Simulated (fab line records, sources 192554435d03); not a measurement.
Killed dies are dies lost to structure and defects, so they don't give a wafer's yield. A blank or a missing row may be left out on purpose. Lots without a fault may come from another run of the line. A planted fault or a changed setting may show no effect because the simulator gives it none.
Chamber matching | flow n5_finfet | N5_FIN_SAQP_MANDREL1_REMOVE_56 on rie_si-03: 4 sister chambers
The step chemistry HBr/Cl2/O2, target a-Si, stops on SiNx, bt time 10 s. 4 wafers are shown with their chamber, then 9 later ones without.

WAFERS WITH THEIR CHAMBER
wafer  | chamber | drypump_motor_current_A (A)
L083.6 | 2       | 5.8
L086.4 | 1       | 5.8
L087.5 | 3       | 5.5
L087.6 | 0       | 4.8

WAFERS WITHOUT THEIR CHAMBER
wafer  | drypump_motor_current_A (A)
L091.3 | 4.8
L091.4 | 5.4
L091.6 | 5.8
L095.2 | 5.5
L095.3 | 5.8
L095.6 | 5.9
L097.3 | 5.5
L097.4 | 5.8
L097.6 | 5.8

WHICH CHAMBER EACH WENT THROUGH
wafer  | from the rows above     | in truth
L091.3 | 0                       | 0
L091.4 | 3                       | 3
L091.6 | can't be placed: 1 or 2 | 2
L095.2 | 3                       | 3
L095.3 | can't be placed: 1 or 2 | 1
L095.6 | can't be placed: 1 or 2 | 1
L097.3 | 3                       | 3
L097.4 | can't be placed: 1 or 2 | 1
L097.6 | can't be placed: 1 or 2 | 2
Placed correctly: 4 of 9. Can't be placed from these rows: 5 (the true chamber is among the candidates in 5). Placed wrongly: 0.
How it was worked out, from the rows above alone: a wafer's distance from a chamber is the root of the sum, over the readings, of the square of ((its reading less the chamber's mean) divided by the reading's scatter). The wafer belongs to the nearest chamber; if the next one is less than 2 further off, it can't be placed. A chamber's mean is the mean of its shown wafers. The scatter: with one shown wafer a chamber, the root of the mean of the squares of how far each hidden wafer lies from its nearest shown one.
